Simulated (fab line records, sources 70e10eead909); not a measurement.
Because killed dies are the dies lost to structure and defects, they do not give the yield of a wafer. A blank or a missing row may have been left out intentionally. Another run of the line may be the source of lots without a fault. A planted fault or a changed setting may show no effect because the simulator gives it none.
fab line records -- flow nandHarc
record lots=7, wafers=21, lastDay=24
route steps=1159 shown P_M2@333 END@1159
lots untouched by any fault: they come from a run of this same line in which no faults occurred
startH: start of the lot's first displayed wafer, in hours after the record's first day -- waitH: hours from the lot's prior step to this one -- " unchanged from the row above -- L1.1+2: several wafers, shown together as one row -- - no value, or no start was given -- * or withheld: withheld -- < > ~ a bound
route shown NAME@n: NAME is a module with steps in the file, n the number in the route of the first one -- usual: mean and standard deviation over wafers with no fault -- same: alike in all rows -- chamber/n: place in a boat -- sites: the reading at each site -- _std_site: their standard deviation -- _edge_site: outer sites' mean less inner sites' -- radiusMm: for every site, how far away it sits from the centre of the wafer -- mask NAME#n: copy n -- behind: the last tool/chamber to shape the wafer -- hold: why the lot was held/for how many hours/how that ended -- device: which transistor (n, p or np) failed to switch -- end of line: the same wafers' tests at the end of the route -- a step with no rows: only its recipe -- killed: at the first sort, the dies lost to defects and structure; wafer yield is something else -- map: a wafer's dies, marking killed ones x, the rest . and places with no die _
set.NAME: the run value of the setting; set.NAME@STEP: its run value at that earlier step -- model.NAME: the simulator's own value behind a step, which no gauge read
a table for each step, a row for each wafer; lots at some steps of the route
services: when a tool's chamber went out of use (startH, in hours from the record's first day, below 0 if earlier), for how many hours, and the reason
## steps
# step NHARC_P_M2_ETCH_15
# recipe targetDepthA=1825, timeS=91.2, c4f8FlowSccm=withheld, arFlowSccm=400, rfW=600, biasW=300, chemistry=C4F8/Ar
# usual oesProductAu=0.953/0.024, rfVppV=440.7/2.1
lot.wafer,tool,chamber,startH,waitH,oesProductAu,rfHoursCounterH,rfVppV
L672.4,rieDiel-06,2,-,-,0.954,2,442.2
L672.3,rieDiel-06,3,-,-,0.962,2,439.1
L672.6,rieDiel-06,2,-,-,0.958,-,442.4
L678.2,rieDiel-06,0,-,-,0.977,3,440.0
L678.3,rieDiel-06,2,-,-,0.976,3,441.9
L678.5,rieDiel-06,0,-,-,0.976,-,439.5
L680.3,rieDiel-06,1,-,-,0.974,4,441.9
L680.1,rieDiel-06,0,-,-,0.958,3,440.5
L680.5,rieDiel-06,1,-,-,0.980,-,441.6
L681.2,rieDiel-06,1,-,-,0.982,4,440.7
L681.6,rieDiel-06,1,-,-,0.978,-,441.5
L681.5,rieDiel-06,2,-,-,0.963,-,442.2
L682.4,rieDiel-06,2,-,-,0.926,4,442.6
L682.5,rieDiel-06,2,-,-,0.912,-,443.1
L682.6,rieDiel-06,3,-,-,0.928,-,438.5
L684.1,rieDiel-06,2,-,-,0.972,5,442.7
L684.2,rieDiel-06,0,-,-,0.995,4,440.1
L684.5,rieDiel-06,1,-,-,0.989,-,439.9
L693.1,rieDiel-10,3,-,-,0.934,28,441.6
L693.2,rieDiel-10,1,-,-,0.925,28,439.7
L693.6,rieDiel-10,2,-,-,0.927,-,442.5
# step NHARC_P_M2_CD_MEAS_16
# usual cdNm=169.7/0.78
lot.wafer,tool,chamber,startH,waitH,cdNm
L672.3,cdSem-02,-,134.96,-,170.0
L672.4,cdSem-02,-,134.96,-,167.9
L672.6,cdSem-02,-,134.96,-,169.0
L678.2,cdSem-02,-,161.21,-,169.4
L678.3,cdSem-02,-,161.21,-,170.3
L678.5,cdSem-02,-,161.21,-,170.1
L680.1,cdSem-03,-,176.94,-,170.8
L680.3,cdSem-03,-,176.94,-,170.0
L680.5,cdSem-03,-,176.94,-,170.0
L681.2,cdSem-03,-,180.85,-,169.2
L681.5,cdSem-03,-,180.85,-,170.7
L681.6,cdSem-03,-,180.85,-,169.6
L682.4,cdSem-02,-,181.76,-,169.3
L682.5,cdSem-02,-,181.76,-,169.3
L682.6,cdSem-02,-,181.76,-,169.7
L684.1,cdSem-02,-,205.66,-,169.8
L684.2,cdSem-02,-,205.66,-,169.4
L684.5,cdSem-02,-,205.66,-,169.1
L693.1,cdSem-02,-,249.50,-,168.9
L693.2,cdSem-02,-,249.50,-,170.5
L693.6,cdSem-02,-,249.50,-,167.8
# step NHARC_P_M2_STRIP_18
# recipe powerW=1000, n2FlowSccm=150, h2FlowSccm=150, arFlowSccm=0, biasW=0, chemistry=N2/H2
# usual drypumpMotorCurrentA=5.9/0.33, h2FlowSccm=150.0/0.45, oesProductAu=1.006/0.01, rfVppV=90.8/0.95, showerheadPlenumPTorr=2.03/0.069, throttleValvePct=14.170/0.0089
lot.wafer,tool,chamber,startH,waitH,drypumpMotorCurrentA,h2FlowSccm,oesProductAu,rfHoursCounterH,rfVppV,showerheadPlenumPTorr,throttleValvePct
L672.3,rieDiel-08,2,135.05,0.1,5.8,149.4,1.004,0,89.6,1.91,14.170
L672.4,rieDiel-08,0,135.05,0.1,5.8,149.7,1.007,0,90.1,2.03,14.172
L672.6,rieDiel-08,1,135.05,0.1,6.5,150.1,1.017,-,91.4,2.16,14.152
L678.3,rieDiel-06,3,161.30,0.1,5.4,150.1,0.994,3,89.1,1.95,14.179
L678.2,rieDiel-06,1,161.30,0.1,6.2,150.6,1.007,3,90.9,2.04,14.174
L678.5,rieDiel-06,3,161.30,0.1,5.4,150.8,0.996,-,91.7,1.95,14.187
L680.3,rieDiel-06,1,177.01,0.1,6.2,150.0,1.011,4,91.5,2.04,14.167
L680.1,rieDiel-06,2,177.01,0.1,5.6,150.0,1.004,4,91.1,2.10,14.176
L680.5,rieDiel-06,2,177.01,0.1,5.7,150.0,0.997,-,91.0,2.09,14.161
L681.2,rieDiel-06,3,180.98,0.1,5.4,149.4,0.997,4,91.2,1.95,14.168
L681.5,rieDiel-06,1,180.98,0.1,6.2,149.6,1.008,-,90.8,2.04,14.160
L681.6,rieDiel-06,2,180.98,0.1,5.6,149.9,0.984,-,91.8,2.10,14.162
L682.4,rieDiel-06,3,181.85,0.1,5.4,150.1,1.003,4,91.4,1.95,14.147
L682.6,rieDiel-06,2,181.85,0.1,5.7,149.8,0.996,-,92.8,2.10,14.161
L682.5,rieDiel-06,3,181.85,0.1,5.4,149.6,1.000,-,89.6,1.95,14.171
L684.2,rieDiel-06,3,205.73,0.1,5.4,149.2,0.995,5,92.5,1.95,14.164
L684.1,rieDiel-06,2,205.73,0.1,5.6,149.8,1.000,5,91.1,2.09,14.158
L684.5,rieDiel-06,0,205.73,0.1,5.9,150.0,1.012,-,89.9,2.01,14.169
L693.2,rieDiel-08,0,249.57,0.1,5.8,149.3,0.984,17,91.2,2.03,14.157
L693.1,rieDiel-08,3,249.57,0.1,5.6,150.6,1.020,20,90.7,2.04,14.187
L693.6,rieDiel-08,0,249.57,0.1,5.7,150.2,0.993,-,90.9,2.03,14.175
# step NHARC_P_M2_ETCH_28
# recipe targetDepthA=300, overEtchFrac=0.3, timeS=72.99, ionEnergyEv=150, cf4FlowSccm=50, n2FlowSccm=100, arFlowSccm=150, rfW=300, biasW=100, chemistry=CF4/N2
# step NHARC_P_M2_STRIP_19
# recipe timeS=600, tempC=30, chemistry=postEtchResidueRemover
# step NHARC_P_M2_DEGAS_29
# recipe tempC=250, timeS=60
# usual heaterPowerW=327/25
lot.wafer,tool,chamber,startH,waitH,heaterPowerW
L672.3,pvdSputter-01,-,135.68,-,373
L672.4,pvdSputter-01,-,135.68,-,333
L672.6,pvdSputter-01,-,135.68,-,371
L678.2,pvdSputter-02,-,161.92,-,306
L678.3,pvdSputter-02,-,161.92,-,355
L678.5,pvdSputter-02,-,161.92,-,313
L680.1,pvdSputter-03,-,177.66,-,306
L680.3,pvdSputter-03,-,177.66,-,324
L680.5,pvdSputter-03,-,177.66,-,297
L681.2,pvdSputter-02,-,181.57,-,339
L681.6,pvdSputter-02,-,181.57,-,305
L681.5,pvdSputter-02,-,181.57,-,335
L682.4,pvdSputter-02,-,182.48,-,359
L682.6,pvdSputter-02,-,182.48,-,340
L682.5,pvdSputter-02,-,182.48,-,307
L684.2,pvdSputter-03,-,206.38,-,299
L684.1,pvdSputter-03,-,206.38,-,303
L684.5,pvdSputter-03,-,206.38,-,303
L693.1,pvdSputter-03,-,250.25,-,314
L693.2,pvdSputter-03,-,250.25,-,303
L693.6,pvdSputter-03,-,250.25,-,295
# step NHARC_P_M2_PRE_CLEAN_30
# recipe timeS=30, tempC=280, gas=H2/He
# step NHARC_P_M2_PVD_20
# recipe targetThkA=50, biasV=168.6, powerW=15000, chamberPressurePa=0.12, timeS=8.06, substrateTempC=50, material=TaN
# step NHARC_P_M2_PVD_21
# recipe targetThkA=300, chamberPressurePa=5, powerW=5000, substrateTempC=30, timeS=20.49, material=Cu
# step NHARC_P_M2_ECD_22
# recipe targetThkA=4000, bathTempC=25, material=Cu
# step NHARC_P_M2_ANNEAL_31
# recipe tempC=225, timeS=90
# usual wafer_temp_C_max=226.1/0.54
lot.wafer,tool,chamber,startH,waitH,wafer_temp_C_max
L672.3,rtpAnneal-02,0,136.52,-,226.7
L672.4,rtpAnneal-02,0,136.52,-,227.1
L672.6,rtpAnneal-02,0,136.52,-,226.7
L678.2,rtpAnneal-02,0,163.30,-,226.6
L678.3,rtpAnneal-02,0,163.30,-,227.0
L678.5,rtpAnneal-02,0,163.30,-,226.7
L680.1,rtpAnneal-02,0,178.39,0.3,226.3
L680.3,rtpAnneal-02,0,178.39,0.3,226.4
L680.5,rtpAnneal-02,0,178.39,0.3,226.2
L681.2,rtpAnneal-01,0,182.35,0.4,225.3
L681.5,rtpAnneal-01,0,182.35,0.4,225.5
L681.6,rtpAnneal-01,0,182.35,0.4,225.5
L682.4,rtpAnneal-02,0,183.36,0.3,226.3
L682.5,rtpAnneal-02,0,183.36,0.3,226.9
L682.6,rtpAnneal-02,0,183.36,0.3,226.6
L684.1,rtpAnneal-01,0,207.12,-,225.6
L684.2,rtpAnneal-01,0,207.12,-,225.7
L684.5,rtpAnneal-01,0,207.12,-,225.8
L693.1,rtpAnneal-02,0,251.01,0.3,226.2
L693.2,rtpAnneal-02,0,251.01,0.3,226.9
L693.6,rtpAnneal-02,0,251.01,0.3,226.6
# step NHARC_P_M2_CMP_23
# recipe tOverpolishS=20, targetThkNm=144.3
# usual motorCurrentA=11.3/1, retainingRingPressureFrac=1.000/0.005, slurryFilterDpKPa=13.49/0.15, timeToEndpointS=28.7/1.9
lot.wafer,tool,chamber,startH,waitH,motorCurrentA,retainingRingPressureFrac,slurryFilterDpKPa,timeToEndpointS
L672.3,cmp-04,3,136.79,-,10.0,0.989,13.44,28.9
L672.4,cmp-04,1,136.79,-,11.6,0.997,13.12,31.5
L672.6,cmp-04,3,136.79,-,10.3,0.998,13.48,28.5
L678.3,cmp-04,3,163.62,-,10.2,0.998,13.73,28.6
L678.2,cmp-04,1,163.62,-,12.3,0.993,13.82,32.3
L678.5,cmp-04,3,163.62,-,10.1,0.998,13.53,28.2
L680.1,cmp-04,2,178.73,-,13.7,1.004,13.39,29.8
L680.3,cmp-04,1,178.73,-,12.0,0.992,13.57,27.5
L680.5,cmp-04,2,178.73,-,13.7,1.010,13.42,26.1
L681.2,cmp-04,1,182.67,-,12.6,0.997,13.77,28.7
L681.6,cmp-04,1,182.67,-,12.1,0.999,13.20,30.4
L681.5,cmp-04,2,182.67,-,13.3,1.006,13.53,29.3
L682.4,cmp-03,0,183.60,-,11.2,0.991,13.55,27.7
L682.6,cmp-03,2,183.60,-,11.3,0.987,13.43,26.4
L682.5,cmp-03,3,183.60,-,11.0,1.001,13.51,30.0
L684.2,cmp-03,2,207.47,-,10.9,1.000,13.55,26.4
L684.1,cmp-03,0,207.47,-,10.9,1.002,13.31,27.7
L684.5,cmp-03,3,207.47,-,10.8,1.007,13.55,29.1
L693.2,cmp-04,2,251.35,-,13.3,0.996,13.60,28.5
L693.1,cmp-04,0,251.35,-,10.4,1.004,13.65,27.2
L693.6,cmp-04,3,251.35,-,10.0,0.995,13.30,30.0
# step NHARC_P_M2_THK_MEAS_24
# recipe thkMeasGauge=xrf
# usual thkNm=144.1/1.2
lot.wafer,tool,chamber,startH,waitH,thkNm
L672.3,filmMetro-01,-,137.07,-,143.4
L672.4,filmMetro-01,-,137.07,-,145.0
L672.6,filmMetro-01,-,137.07,-,144.6
L678.2,filmMetro-01,-,163.91,-,147.0
L678.3,filmMetro-01,-,163.91,-,149.0
L678.5,filmMetro-01,-,163.91,-,148.9
L680.1,filmMetro-01,-,179.04,-,149.2
L680.3,filmMetro-01,-,179.04,-,150.4
L680.5,filmMetro-01,-,179.04,-,146.2
L681.2,filmMetro-01,-,182.99,-,147.8
L681.5,filmMetro-01,-,182.99,-,148.9
L681.6,filmMetro-01,-,182.99,-,147.9
L682.4,filmMetro-02,-,183.86,-,144.5
L682.5,filmMetro-02,-,183.86,-,144.3
L682.6,filmMetro-02,-,183.86,-,142.4
L684.1,filmMetro-02,-,207.78,-,143.6
L684.2,filmMetro-02,-,207.78,-,143.6
L684.5,filmMetro-02,-,207.78,-,145.0
L693.1,filmMetro-02,-,251.67,-,144.0
L693.2,filmMetro-02,-,251.67,-,147.1
L693.6,filmMetro-02,-,251.67,-,145.0
# step NHARC_P_M2_SRD_25
# step NHARC_END_SORT_01
# recipe tempC=25
# usual defectLimitedYield=95.2/1.6, killedAtArray=29/11, killedAtOther=0.6/0.75, killedAtPeriphery=3.1/2.1, killedDies=32/11, killedOpen=3.0/1.8, killedShort=1.8/1.3, sort_bin_2_pct=1.5/0.7, sort_bin_3_pct=0.26/0.22, sort_bin_4_pct=3.0/1, sortNPass=645/11, sortRimYieldPct=94.9/3, sortYieldPct=95.2/1.6
# same grossDies=677, sort_bin_5_pct[%]=0, sort_bin_6_pct[%]=0, sort_bin_7_pct[%]=0, sort_bin_8_pct[%]=0, sortRimNGross=106.00
lot.wafer,tool,chamber,startH,waitH,defectLimitedYield[%],killedAtArray,killedAtOther,killedAtPeriphery,killedDies,killedOpen,killedShort,sort_bin_2_pct[%],sort_bin_3_pct[%],sort_bin_4_pct[%],sortNPass,sortRimYieldPct[%],sortYieldPct[%]
L672.3,prober-01,0,468.43,3.1,98.1,10,0,3,13,2,3,0.4,0.30,1.2,664,98.1,98.1
L672.4,prober-01,0,469.23,3.4,97.6,15,0,1,16,2,2,0.1,0.30,1.9,661,98.1,97.6
L672.6,prober-01,0,470.82,4.0,97.6,12,2,2,16,1,6,0.7,0.15,1.5,661,98.1,97.6
L682.4,prober-02,0,500.97,3.4,96.3,21,0,4,25,2,0,1.5,0.44,1.8,652,96.2,96.3
L682.5,prober-02,0,501.77,3.7,94.8,29,1,5,35,3,1,1.6,0.15,3.4,642,96.2,94.8
L682.6,prober-02,0,502.57,4.0,95.4,26,0,5,31,3,2,1.5,0,3.1,646,98.1,95.4
L684.1,prober-02,0,514.80,2.5,97.5,13,0,4,17,1,2,0.9,0.15,1.5,660,97.2,97.5
L684.2,prober-02,0,515.61,2.8,96.8,15,1,6,22,5,3,0.4,0.30,2.5,655,98.1,96.8
L684.5,prober-02,0,518.04,3.7,98.1,9,0,4,13,0,0,0.1,0,1.8,664,98.1,98.1
L693.1,prober-01,0,573.39,2.5,95.0,29,1,4,34,1,0,1.8,0.30,3.0,643,95.3,95.0
L693.2,prober-01,0,574.20,2.8,94.5,33,0,4,37,5,4,1.9,0.30,3.2,640,96.2,94.5
L693.6,prober-01,0,577.43,4.0,95.3,28,0,4,32,1,0,1.6,0.44,2.7,645,91.5,95.3
# killed by level:class
L672.3 A_CONTACT:chamberFilmFlake=3 A_CONTACT:geometricParticle:short=2 P_GATE:geometricParticle:open=1 P_CONTACT:geometricParticle:short=1 A_CONTACT:geometricParticle:open=1 P_M2:chamberFilmFlake=1 A_ZERO_WELL:chamberFilmFlake=1 A_CHANNEL_HOLE_D1:chamberFilmFlake=1
L672.4 A_CHANNEL_HOLE_D1:chamberFilmFlake=4 A_CONTACT:chamberFilmFlake=3 A_BLC:geometricParticle:open=2 A_ZERO_WELL:chamberFilmFlake=2 A_SGD_CUT:geometricParticle:short=1 A_WL_FILL:geometricParticle:short=1 P_M2:chamberFilmFlake=1 A_CHANNEL_FILL_D1:chamberFilmFlake=1
L672.6 A_CONTACT:chamberFilmFlake=3 A_M0:geometricParticle:short=2 P_CONTACT:geometricParticle:short=1 A_SGD_CUT:geometricParticle:short=1 A_WL_FILL:geometricParticle:short=1 A_CONTACT:geometricParticle:open=1 P_M2:chamberFilmFlake=1 STARTING-WAFER:geometricParticle:short=1
L682.4 A_SLIT:chamberFilmFlake=10 A_CHANNEL_HOLE_D1:chamberFilmFlake=6 A_CONTACT:geometricParticle:open=2 P_M1:chamberFilmFlake=2 P_STI:chamberFilmFlake=1 P_CONTACT:chamberFilmFlake=1 A_ZERO_WELL:chamberFilmFlake=1 A_WL_FILL:chamberFilmFlake=1
L682.5 A_SLIT:chamberFilmFlake=17 A_CHANNEL_HOLE_D1:chamberFilmFlake=8 P_GATE:geometricParticle:open=1 P_CONTACT:geometricParticle:open=1 A_ONON_D1:geometricParticle:open=1 A_CHANNEL_FILL_D1:geometricParticle:short=1 P_ZERO_WELL:chamberFilmFlake=1 P_CONTACT:chamberFilmFlake=1
L682.6 A_CHANNEL_HOLE_D1:chamberFilmFlake=9 A_SLIT:chamberFilmFlake=8 P_CONTACT:chamberFilmFlake=2 P_M1:chamberFilmFlake=2 A_STAIRCASE:chamberFilmFlake=2 A_SOURCE_PLATE:geometricParticle:open=1 A_ONON_D1:geometricParticle:short=1 A_ONON_D1:geometricParticle:open=1
L684.1 A_CHANNEL_HOLE_D1:chamberFilmFlake=6 A_STAIRCASE:chamberFilmFlake=3 P_BONDPAD:chamberFilmFlake=2 P_GATE:geometricParticle:open=1 P_CONTACT:geometricParticle:short=1 A_WL_FILL:geometricParticle:short=1 A_CHANNEL_FILL_D1:chamberFilmFlake=1 A_SLIT:chamberFilmFlake=1
L684.2 A_STAIRCASE:chamberFilmFlake=6 A_CHANNEL_HOLE_D1:chamberFilmFlake=5 A_CONTACT:geometricParticle:open=2 P_BONDPAD:chamberFilmFlake=2 P_GATE:geometricParticle:open=1 P_CONTACT:geometricParticle:short=1 P_CONTACT:geometricParticle:open=1 P_M0:geometricParticle:short=1
L684.5 P_GATE:chamberFilmFlake=4 A_CHANNEL_HOLE_D1:chamberFilmFlake=4 A_CONTACT:chamberFilmFlake=4 A_STAIRCASE:chamberFilmFlake=1
L693.1 A_CHANNEL_HOLE_D1:chamberFilmFlake=22 A_CONTACT:chamberFilmFlake=4 P_STI:chamberFilmFlake=2 A_STAIRCASE:chamberFilmFlake=2 P_M0:geometricParticle:open=1 P_M2:chamberFilmFlake=1 A_ZERO_WELL:chamberFilmFlake=1 THIN_TSV:chamberFilmFlake=1
L693.2 A_CHANNEL_HOLE_D1:chamberFilmFlake=17 A_CONTACT:chamberFilmFlake=5 A_STAIRCASE:chamberFilmFlake=4 A_WL_FILL:geometricParticle:open=3 A_CONTACT:geometricParticle:open=2 P_STI:chamberFilmFlake=2 P_GATE:geometricParticle:short=1 P_M1:geometricParticle:short=1
L693.6 A_CHANNEL_HOLE_D1:chamberFilmFlake=20 P_STI:chamberFilmFlake=4 A_STAIRCASE:chamberFilmFlake=4 A_CONTACT:chamberFilmFlake=2 A_BLC:geometricParticle:open=1 A_SLIT:chamberFilmFlake=1
## services
tool,chamber,startH,hours,kind
rieDiel-06,0,122.22,-,clean
rieDiel-06,1,122.22,-,clean
rieDiel-06,2,122.22,-,clean
rieDiel-06,3,122.22,-,clean
rieDiel-08,-,124.82,9.0,pm
rieDiel-06,0,146.72,-,clean
pvdSputter-02,-,149.12,3.9,repair
cmp-03,-,156.00,4.0,pm
pvdSputter-01,-,158.00,10.0,pm
pvdSputter-03,-,158.16,9.6,repair
rieDiel-08,2,165.39,1.7,repair
rieDiel-10,-,169.31,2.4,repair
rieDiel-10,-,176.51,9.0,pm
pvdSputter-01,-,193.70,1.8,repair
cmp-04,-,203.00,4.0,pm
rieDiel-10,0,205.61,9.2,repair
pvdSputter-03,-,212.05,2.9,repair
rieDiel-10,-,213.33,0.7,repair
pvdSputter-02,-,215.38,10.0,pm
cmp-04,-,218.65,1.8,repair
rieDiel-08,0,221.21,8.3,repair
cmp-04,-,236.25,1.1,repair
rieDiel-06,-,241.22,9.0,pm
pvdSputter-01,-,244.65,1.8,repair
## key
firstSign step=NHARC_P_M2_THK_MEAS_24, reading=thkNm, direction=up, sigmas=3.4, usual=144.1, struck=148.4
effect none on later readings
metAt NHARC_P_M2_THK_MEAS_24
struckWafers L678.2,L678.3,L678.5,L680.1,L680.3,L680.5,L681.2,L681.5,L681.6
rowsEnd L678.2,L678.3,L678.5,L680.1,L680.3,L680.5,L681.2,L681.5,L681.6
onsetBetween 137.07 163.91
fault kind=metrologyMatchingOffset, tool=filmMetro-01, chamber=-, onsetH=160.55, steps=NHARC_P_M2_THK_MEAS_24, param=thkNm, offset=3.6414
# rowsEnd: these wafers met a further fault down the route, and their rows from its step on are left out
